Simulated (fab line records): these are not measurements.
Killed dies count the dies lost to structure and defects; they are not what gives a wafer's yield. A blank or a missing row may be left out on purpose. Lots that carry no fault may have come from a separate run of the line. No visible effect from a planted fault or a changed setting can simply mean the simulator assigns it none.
fab line records | flow n5-finfet
[record] lots = 5 wafers = 15 last-day = 16
route steps=1938 shown BEOL_M6@1212 PASSIVATION@1936
lots that met no fault: taken from a fault-free run of the same line
start-h: start of the lot's first displayed wafer, in hours after the record's first day | wait-h: how many hours have passed since the lot's step before this one | " repeats the value in the row above | L1.1+2: a row that stands for several wafers | - no value, or no start was given | * or withheld: withheld | < > ~ a bound
route shown NAME@n: a module of which the file shows steps, and the number in the route of the first | usual: mean/standard deviation of fault-free wafers | same: alike in all rows | chamber/n: place in a boat | sites: readings site by site | _std_site: their standard deviation | _edge_site: the outer-site mean with the inner-site mean subtracted | radius-mm: for every site, how far away it sits from the centre of the wafer | mask NAME#n: copy n | behind: the last tool/chamber to shape the wafer | hold: the reason the lot was held/the length of the hold in hours/how it ended | device: which transistor (n, p or np) failed to switch | end of line: the same wafers' tests at the end of the route | a step without rows: its recipe alone | killed: the dies lost at the first sort to structure and to defects; this is not the yield of the wafer | map: dies across one wafer; x = killed, . = not, _ = none there
set.NAME: the setting the step ran with; set.NAME@STEP: the setting that earlier step ran with | model.NAME: the simulator's own value behind a step, which no gauge read
a table for each step, a row for each wafer; lots at some steps of the route
services: a tool's chamber out of use, with start hour (start-h, from the record's first day; less than 0 if before it), hours out, and reason
[[steps]]
[step N5_BEOL_M6_ETCH_62]
[recipe] chemistry = N2/H2 target = SOC target-depth-a = 1100 overetch-a = 220 mask-material = SiARC temp-c = 40 time-s = 165 ion-energy-ev = 200 pressure-mtorr = 30 source-w = 840 bias-w = 150 n2-flow-sccm = 200 h2-flow-sccm = 200
[step N5_BEOL_M6_STRIP_68]
[recipe] chemistry = N2/H2 temp-c = 40 n2-flow-sccm = 200 h2-flow-sccm = 200 rf-frequency-hz = 6e+07
[step N5_BEOL_M6_STRIP_67]
[recipe] chemistry = CF4 resist = SiARC power-w = 300 bias-power-w = 75 pressure-mtorr = 50 cf4-flow-sccm = 150 rf-frequency-hz = 6e+07
[step N5_BEOL_M6_HM_OPEN_17]
[recipe] chemistry = Cl2/BCl3 target-depth-a = 200 overetch-a = 60 target = TiN mask-material = SOC ion-energy-ev = 150 pressure-mtorr = 10 icp-w = 1000 bias-w = 126 Cl2_flow_sccm = 53.25 bcl3-flow-sccm = 21.75 Ar_flow_sccm = 25
[step N5_BEOL_M6_STRIP_19]
[recipe] chemistry = O2 power-w = 400 temp-c = 40 pressure-mtorr = 30 rf-frequency-hz = 6e+07 bias-power-w = 0 overash-fraction = 0.2 o2-flow-sccm = 225
[step N5_BEOL_M6_COAT_63]
[recipe] resist = SOC temp-c = 250 time-s = 60 spin-rpm = 1500 resist-thk-nm = 60
[step N5_BEOL_M6_COAT_64]
[recipe] resist = SiARC temp-c = 220 time-s = 60 spin-rpm = 1500 resist-thk-nm = 12
[step N5_BEOL_M6_COAT_71]
[recipe] resist = underlayer temp-c = 205 time-s = 60 spin-rpm = 1500 resist-thk-nm = 5
[step N5_BEOL_M6_COAT_22]
[recipe] resist = CAR-EUV spin-rpm = 1500 resist-thk-nm = 30
[step N5_BEOL_M6_EBR_24]
[recipe] solvent = PGMEA ebr-width-mm = 1.5
[step N5_BEOL_M6_SOFTBAKE_23]
[recipe] temp-c = 110 time-s = 60 resist = CAR-EUV
[step N5_BEOL_M6_EXPOSE_25]
[recipe] mask-id = V5 na = 0.33 source-shape = annular sigma-inner = 0.4 sigma-outer = 0.8 polarization = unpolarized target-cd-nm = 40 dose-mj = 45
// columns lot.wafer tool chamber start-h wait-h mask
L749.1+4+5 euv-scanner-01 0 239.15 - V5#0
L751.1+5+6 euv-scanner-01 0 267.41 - V5#0
L754.1+4+6 euv-scanner-01 0 267.45 - V5#0
L753.1+4+6 euv-scanner-01 0 270.39 - V5#0
L755.4+5+6 euv-scanner-02 0 283.94 - V5#0
[step N5_BEOL_M6_PEB_26]
[recipe] peb-temp-c = 100 peb-time-s = 60 resist = CAR-EUV
[step N5_BEOL_M6_DEVELOP_27]
[recipe] develop-time-s = 30 developer = TMAH resist = CAR-EUV rinse-liquid = surfactant-rinse dry = air-spin dev-temp-c = 23
[step N5_BEOL_M6_CD_MEAS_28]
[recipe] target-cd-nm = 40 landing-energy-ev = 500 detector = se-inlens
[usual] cd-nm = 40.00/0.25
// columns lot.wafer tool chamber start-h wait-h cd-nm
L749.1 cd-sem-03 0 239.29 - 40.17
L749.4 " 0 " " 39.77
L749.5 " 0 " " 39.85
L751.1 cd-sem-02 0 267.54 - 39.96
L751.5 " 0 " " 41.86
L751.6 " 0 " " 39.48
L754.1 cd-sem-01 0 267.58 - 40.22
L754.4 " 0 " " 41.58
L754.6 " 0 " " 40.41
L753.1 cd-sem-01 0 270.52 - 39.67
L753.4 " 0 " " 41.48
L753.6 " 0 " " 40.01
L755.4 cd-sem-01 0 284.06 - 40.15
L755.5 " 0 " " 40.39
L755.6 " 0 " " 40.03
[step N5_BEOL_M6_DESCUM_33]
[recipe] chemistry = O2 time-s = 7 source-power-w = 50 bias-power-w = 20 pressure-mtorr = 20 rf-frequency-hz = 2.712e+07 temp-c = 40 resist = CAR-EUV o2-flow-sccm = 225
[usual] drypump-motor-current-A = 5.7/0.53 oes-product-au = 0.79/0.091 rf-vpp-V = 243.6/1.4 showerhead-plenum-p-Torr = 2.12/0.06 throttle-valve-pct = 20.46/0.27
// columns lot.wafer tool chamber start-h wait-h drypump-motor-current-A oes-product-au rf-hours-counter-h rf-vpp-V showerhead-plenum-p-Torr throttle-valve-pct model.BEOL_M6.cd-nm
L749.1 rie-diel-05 3 239.68 0.3 5.7 0.83 74 244.6 2.19 20.04 39.8
L749.4 " 0 " " 6.6 1.01 0 242.3 2.05 20.02 40
L749.5 " 0 " " 6.6 1.02 - 242.3 2.05 20.02 40
L751.1 rie-diel-06 1 267.66 0.0 5.1 0.72 181 243.8 2.08 20.31 40.2
L751.5 " 0 " " 4.9 0.82 - 242.8 2.05 20.62 41.4
L751.6 " 3 " " 5.8 0.71 - 243.0 2.09 20.74 39.8
L754.1 rie-diel-05 1 267.85 0.2 5.7 0.76 129 244.3 2.18 20.60 40
L754.4 " 3 " " 5.7 0.81 - 246.3 2.19 20.07 41.2
L754.6 " 0 " " 6.6 0.98 - 243.1 2.05 20.03 40.2
L753.1 rie-diel-05 1 270.64 0.0 5.7 0.75 130 245.1 2.18 20.59 39.8
L753.4 " 1 " " 5.8 0.75 - 243.6 2.18 20.58 41.4
L753.6 " 3 " " 5.7 0.81 - 245.1 2.19 20.06 39.8
L755.4 rie-diel-05 0 284.48 0.3 6.6 0.95 - 243.8 2.05 20.04 40.4
L755.5 " 3 " " 5.7 0.81 - 244.1 2.19 20.07 40.2
L755.6 " 1 " " 5.7 0.75 - 243.7 2.18 20.59 40
[step N5_BEOL_M6_ETCH_72]
[recipe] chemistry = N2/H2 target = underlayer target-depth-a = 65 mask-material = CAR-EUV time-s = 5.2 ion-energy-ev = 200 pressure-mtorr = 30 source-w = 840 bias-w = 150 n2-flow-sccm = 200 h2-flow-sccm = 200 ends = cleared
[step N5_BEOL_M6_ETCH_65]
[recipe] chemistry = CF4 target = SiARC target-depth-a = 156 mask-material = CAR-EUV time-s = 26 ion-energy-ev = 80 pressure-mtorr = 40 source-w = 545 bias-w = 36 Ar_flow_sccm = 100 cf4-flow-sccm = 100 ends = cleared
[step N5_BEOL_M6_ETCH_66]
[recipe] chemistry = N2/H2 target = SOC target-depth-a = 800 overetch-a = 160 mask-material = SiARC temp-c = 40 time-s = 120 ion-energy-ev = 200 pressure-mtorr = 30 source-w = 840 bias-w = 150 n2-flow-sccm = 200 h2-flow-sccm = 200
[step N5_BEOL_M6_STRIP_69]
[recipe] chemistry = N2/H2 temp-c = 40 n2-flow-sccm = 200 h2-flow-sccm = 200 rf-frequency-hz = 6e+07
[step N5_BEOL_M6_STRIP_73]
[recipe] chemistry = N2/H2 temp-c = 40 n2-flow-sccm = 200 h2-flow-sccm = 200 rf-frequency-hz = 6e+07
[step N5_BEOL_M6_VIA_ETCH_34]
[recipe] chemistry = C4F6/O2 target = SiCOH_lowk target-depth-a = 1263 mask-material = SOC taper-deg = 4 time-s = 50.9 ion-energy-ev = 250 pressure-mtorr = 30 source-w = 345 bias-w = 185 Ar_flow_sccm = 300 C4F6_flow_sccm = 10 O2_flow_sccm = 10
[usual] drypump-motor-current-A = 5.7/0.53 oes_o_777_au = 0.79/0.087 oes-product-au = 0.79/0.092 rf-vpp-V = 673/10 showerhead-plenum-p-Torr = 2.88/0.083 throttle-valve-pct = 20.93/0.24
// columns lot.wafer tool chamber start-h wait-h drypump-motor-current-A oes_o_777_au oes-product-au rf-hours-counter-h rf-vpp-V showerhead-plenum-p-Torr throttle-valve-pct model.BEOL_M6.cd-nm
L749.1 rie-diel-05 3 239.86 0.0 5.7 0.79 0.83 74 667 2.99 20.59 40
L749.4 " 0 " " 6.6 0.99 1.01 0 667 2.82 20.64 39.8
L749.5 " 0 " " 6.6 1.00 1.01 - 667 2.82 20.63 39.8
L751.1 rie-diel-06 1 267.84 0.0 5.1 0.73 0.72 181 660 2.85 20.89 40
L751.5 " 0 " " 4.9 0.84 0.81 - 676 2.75 20.84 41.2
L751.6 " 3 " " 5.8 0.72 0.70 - 664 2.81 21.08 39.8
L754.1 rie-diel-05 1 268.03 0.0 5.7 0.75 0.75 129 691 2.96 21.04 39.6
L754.4 " 3 " " 5.7 0.78 0.81 - 665 2.98 20.59 41.4
L754.6 " 0 " " 6.6 0.95 0.97 - 666 2.82 20.64 40
L753.1 rie-diel-05 1 270.82 0.0 5.7 0.75 0.76 131 691 2.96 21.05 39.6
L753.4 " 1 " " 5.7 0.75 0.76 - 690 2.96 21.05 40.8
L753.6 " 3 " " 5.7 0.77 0.81 - 665 2.98 20.59 40
L755.4 rie-diel-05 0 284.67 0.0 6.6 0.93 0.94 - 666 2.82 20.67 40.2
L755.5 " 3 " " 5.7 0.77 0.80 - 666 2.98 20.61 40.4
L755.6 " 1 " " 5.7 0.74 0.75 - 693 2.96 21.07 40
[step N5_BEOL_M6_STRIP_76]
[recipe] chemistry = C4F6/O2 resist = SiARC rf-frequency-hz = 6e+07
[step N5_PASSIVATION_PROBE_49]
[usual] defect-limited-yield = 91.3/1.5 killed_at_M0_to_M3 = 33/12 killed_at_M4_up = 13/5.2 killed-at-contacts = 13/6.7 killed-at-front-end = 40/11 killed-at-other = 4.1/2.7 killed-dies = 103/17 killed-open = 69/13 killed-short = 33/8.4 sort_bin_5_function = 5.1/1 sort_bin_6_memory = 3.2/0.62 sort_bin_8_speed = 0.00/0.014 sort-n-pass = 1077/17
[same] gross-dies = 1180 killed-at-back-side = 0 sort_bin_4_leakage[%] = 0
// columns lot.wafer tool chamber start-h wait-h defect-limited-yield[%] killed_at_M0_to_M3 killed_at_M4_up killed-at-contacts killed-at-front-end killed-at-other killed-dies killed-open killed-short sort_bin_5_function[%] sort_bin_6_memory[%] sort_bin_8_speed[%] sort-n-pass
L749.1 prober-01 - 325.48 0.0 90.6 32 11 20 43 5 111 70 40 5.8 3.1 0 1069
L749.4 prober-01 - 325.63 0.2 94.2 27 9 10 19 3 68 44 24 2.7 3.0 0 1112
L749.5 prober-01 - 325.68 0.2 91.5 33 10 7 47 3 100 62 37 4.9 2.9 0 1080
L751.1 prober-01 - 358.54 0.7 89.7 27 19 20 53 3 122 81 39 5.8 3.9 0 1058
L751.5 prober-01 - 358.74 0.9 91.5 27 19 10 44 0 100 71 27 5.4 2.8 0 1080
L751.6 prober-01 - 358.79 1.0 91.4 22 11 12 56 0 101 71 28 4.3 3.6 0 1079
L753.1 prober-01 - 358.84 0.9 92.8 22 14 6 31 12 85 56 25 5.3 1.8 0 1095
L753.4 prober-01 - 358.99 1.0 92.5 33 11 6 34 4 88 59 28 5.1 2.2 0 1092
L753.6 prober-01 - 359.09 1.1 91.6 34 11 12 36 6 99 71 23 6.2 2.1 0 1081
L754.1 prober-02 - 363.70 0.0 90.5 39 8 14 45 6 112 74 38 5.2 4.1 0 1068
L754.4 prober-02 - 363.85 0.2 91.9 37 10 6 42 1 96 64 26 4.7 3.0 0 1084
L754.6 prober-02 - 363.95 0.3 91.9 28 15 11 37 4 95 67 26 4.7 3.3 0 1085
L755.4 prober-02 - 383.16 0.2 91.3 41 9 18 34 1 103 66 35 5.1 3.5 0 1077
L755.5 prober-02 - 383.21 0.2 90.8 39 15 16 37 1 108 68 38 4.7 4.0 0.17 1072
L755.6 prober-02 - 383.26 0.3 94.0 28 5 11 27 0 71 50 20 3.4 2.5 0 1109
// killed by level:class
L749.1 STI_FIN_REVEAL:geometric-particle:open=13 MOL_CONTACT_COAG:geometric-particle:open=13 BEOL_M2:geometric-particle:open=10 BEOL_M0_SAQP:geometric-particle:open=9 BEOL_M0_SAQP:geometric-particle:short=9 BEOL_M5:geometric-particle:open=8 MOL_CONTACT_COAG:geometric-particle:short=7 FIN_SAQP:geometric-particle:open=5
L749.4 BEOL_M0_SAQP:geometric-particle:open=10 BEOL_M0_SAQP:geometric-particle:short=8 MOL_CONTACT_COAG:geometric-particle:open=6 STI_FIN_REVEAL:geometric-particle:open=5 MOL_CONTACT_COAG:geometric-particle:short=4 BEOL_M4:geometric-particle:open=4 BEOL_M2:geometric-particle:open=3 BEOL_M5:geometric-particle:open=3
L749.5 STI_FIN_REVEAL:geometric-particle:open=12 BEOL_M0_SAQP:geometric-particle:short=11 FIN_SAQP:geometric-particle:short=8 BEOL_M2:geometric-particle:open=8 MOL_CONTACT_COAG:geometric-particle:open=7 BEOL_M0_SAQP:geometric-particle:open=6 FIN_SAQP:geometric-particle:open=5 GATE_CUT:geometric-particle:short=5
L751.1 MOL_CONTACT_COAG:geometric-particle:open=17 STI_FIN_REVEAL:geometric-particle:open=15 GATE_CUT:geometric-particle:open=10 BEOL_M1:geometric-particle:open=8 STI_FIN_REVEAL:geometric-particle:short=7 BEOL_M4:geometric-particle:open=7 GATE_CUT:geometric-particle:short=6 BEOL_M2:geometric-particle:open=6
L751.5 STI_FIN_REVEAL:geometric-particle:open=19 MOL_CONTACT_COAG:geometric-particle:open=9 BEOL_M0_SAQP:geometric-particle:open=8 FIN_SAQP:geometric-particle:open=7 BEOL_M0_SAQP:geometric-particle:short=6 BEOL_M4:geometric-particle:open=5 GATE_CUT:geometric-particle:open=5 FIN_SAQP:geometric-particle:short=4
L751.6 STI_FIN_REVEAL:geometric-particle:open=21 MOL_CONTACT_COAG:geometric-particle:open=9 BEOL_M3:geometric-particle:open=8 DUMMY_GATE:geometric-particle:open=6 BEOL_M4:geometric-particle:open=6 FIN_SAQP:geometric-particle:short=4 STI_FIN_REVEAL:geometric-particle:short=4 GATE_CUT:geometric-particle:open=4
L753.1 STI_FIN_REVEAL:geometric-particle:open=9 MOL_CONTACT_COAG:geometric-particle:open=6 BEOL_M2:geometric-particle:open=5 BEOL_M0_SAQP:geometric-particle:short=4 BEOL_M0_SAQP:geometric-particle:open=4 BEOL_M4:geometric-particle:open=4 ILD0:geometric-particle:short=3 GATE_CUT:geometric-particle:short=3
L753.4 FIN_SAQP:geometric-particle:open=11 BEOL_M2:geometric-particle:open=10 BEOL_M0_SAQP:geometric-particle:short=6 STI_FIN_REVEAL:geometric-particle:open=5 DUMMY_GATE:geometric-particle:open=5 MOL_CONTACT_COAG:geometric-particle:open=5 BEOL_M4:geometric-particle:open=5 FIN_SAQP:geometric-particle:short=4
L753.6 STI_FIN_REVEAL:geometric-particle:open=11 MOL_CONTACT_COAG:geometric-particle:open=10 BEOL_M0_SAQP:geometric-particle:short=8 FIN_SAQP:geometric-particle:open=7 BEOL_M0_SAQP:geometric-particle:open=7 DUMMY_GATE:geometric-particle:open=6 BEOL_M1:geometric-particle:open=6 BEOL_M2:geometric-particle:open=5
L754.1 STI_FIN_REVEAL:geometric-particle:open=15 MOL_CONTACT_COAG:geometric-particle:open=12 BEOL_M3:geometric-particle:open=9 FIN_SAQP:geometric-particle:open=7 BEOL_M0_SAQP:geometric-particle:short=6 GATE_CUT:geometric-particle:short=5 BEOL_M3:geometric-particle:short=5 FIN_SAQP:geometric-particle:short=4
L754.4 FIN_SAQP:geometric-particle:open=7 STI_FIN_REVEAL:geometric-particle:open=7 BEOL_M3:geometric-particle:open=7 BEOL_M2:geometric-particle:open=6 MOL_CONTACT_COAG:geometric-particle:open=5 DUMMY_GATE:geometric-particle:open=5 GATE_CUT:geometric-particle:open=5 BEOL_M1:geometric-particle:short=5
L754.6 FIN_SAQP:geometric-particle:open=12 MOL_CONTACT_COAG:geometric-particle:open=9 DUMMY_GATE:geometric-particle:open=7 BEOL_M3:geometric-particle:open=7 BEOL_M5:geometric-particle:open=7 FIN_SAQP:geometric-particle:short=4 STI_FIN_REVEAL:geometric-particle:open=4 BEOL_M0_SAQP:geometric-particle:short=4
L755.4 MOL_CONTACT_COAG:geometric-particle:open=15 FIN_SAQP:geometric-particle:short=12 BEOL_M2:geometric-particle:open=9 BEOL_M0_SAQP:geometric-particle:short=8 BEOL_M3:geometric-particle:open=6 BEOL_M1:geometric-particle:open=5 FIN_SAQP:geometric-particle:open=4 STI_FIN_REVEAL:geometric-particle:open=4
L755.5 BEOL_M0_SAQP:geometric-particle:open=14 MOL_CONTACT_COAG:geometric-particle:open=12 BEOL_M0_SAQP:geometric-particle:short=12 STI_FIN_REVEAL:geometric-particle:open=8 STARTING-WAFER:geometric-particle:short=7 BEOL_M2:geometric-particle:open=6 FIN_SAQP:geometric-particle:open=5 BEOL_M4:geometric-particle:open=5
L755.6 MOL_CONTACT_COAG:geometric-particle:open=11 BEOL_M0_SAQP:geometric-particle:open=10 FIN_SAQP:geometric-particle:open=8 STI_FIN_REVEAL:geometric-particle:open=7 BEOL_M2:geometric-particle:open=5 FIN_SAQP:geometric-particle:short=4 BEOL_M0_SAQP:geometric-particle:short=4 BEOL_M1:geometric-particle:short=3
[[services]]
// columns tool chamber start-h hours kind
euv-scanner-01 - 224.92 2.9 repair
euv-scanner-02 - 227.82 1.0 pm
euv-scanner-01 - 228.83 1.0 pm
rie-diel-06 - 229.49 2.8 pm
euv-scanner-01 - 236.12 0.6 repair
euv-scanner-02 - 244.40 4.6 pm
rie-diel-06 2 245.69 - clean
rie-diel-06 2 245.69 - consumable-replace:focus-ring
rie-diel-06 2 245.69 18.1 scheduled-down
rie-diel-06 2 245.69 18.1 vent-cycle
rie-diel-05 1 251.98 3.1 repair
rie-diel-05 2 263.06 - clean
rie-diel-05 2 263.06 - consumable-replace:focus-ring
rie-diel-05 2 263.06 23.8 scheduled-down
rie-diel-05 2 263.06 23.8 vent-cycle
euv-scanner-02 - 265.35 1.9 repair
euv-scanner-02 - 271.09 1.0 pm
euv-scanner-01 - 282.34 1.0 pm
[[key]]
[first-sign] step = N5_BEOL_M6_CD_MEAS_28 reading = cd-nm direction = up sigmas = 6.6 usual = 40.00 struck = 41.64
effect none on later readings
[model-effect] step = N5_BEOL_M6_DESCUM_33 value = BEOL_M6.cd-nm without = 39.8 struck = 41.33
[model-effect] step = N5_BEOL_M6_VIA_ETCH_34 value = BEOL_M6.cd-nm without = 39.6 struck = 41.13
met-at N5_BEOL_M6_EXPOSE_25
struck-wafers L751.5,L753.4,L754.4
[fault] kind = process-parameter-drift tool = euv-scanner-01 chamber = - onset-h = 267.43 steps = N5_BEOL_M6_EXPOSE_25 channel = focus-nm offset = 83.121 shape = step end-h = 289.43 scope = struck-wafers-only
